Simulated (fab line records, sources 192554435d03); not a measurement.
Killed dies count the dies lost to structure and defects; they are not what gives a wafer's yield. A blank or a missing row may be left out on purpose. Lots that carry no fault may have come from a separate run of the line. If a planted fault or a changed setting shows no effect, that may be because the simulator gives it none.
Chamber matching    flow n5 finfet    N5_BEOL_M8_ETCH_65 on rie diel-02 has 4 sister chambers
The step etches SiARC in CF4, target depth 15.6 nm, time 26 s. 4 wafers are shown with their chamber, then 8 later ones without.

WAFERS PAIRED WITH THEIR CHAMBERS
wafer   chamber  drypump motor current A (A)
L088.1  2        5.6
L089.3  1        5.9
L089.4  3        6.5
L091.3  0        6.2

WAFERS MISSING THEIR CHAMBER
wafer   drypump motor current A (A)
L091.4  6.1
L091.6  5.6
L094.1  5.6
L094.2  5.9
L094.3  6.6
L097.2  6.5
L097.4  5.6
L097.5  6.1

EACH ONE'S CHAMBER
wafer   from the rows above      in truth
L091.4  can't be placed: 0 or 1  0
L091.6  2                        2
L094.1  2                        2
L094.2  1                        1
L094.3  3                        3
L097.2  3                        3
L097.4  2                        2
L097.5  can't be placed: 0 or 1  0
Placed correctly: 6 of 8. Can't be placed from these rows: 2 (the true chamber is among the candidates in 2). Wrongly placed: 0.
How it was worked out, from the rows above alone: a wafer's distance from a chamber is the root of the sum, over the readings, of the square of ((its reading less the chamber's mean) divided by the reading's scatter). The wafer belongs to the nearest chamber; if the next one is less than 2 further off, it can't be placed. The mean given for a chamber averages the wafers shown for that chamber. The scatter (one wafer shown for each chamber): square how far every hidden wafer sits from the nearest shown wafer, average those squares and take the square root.
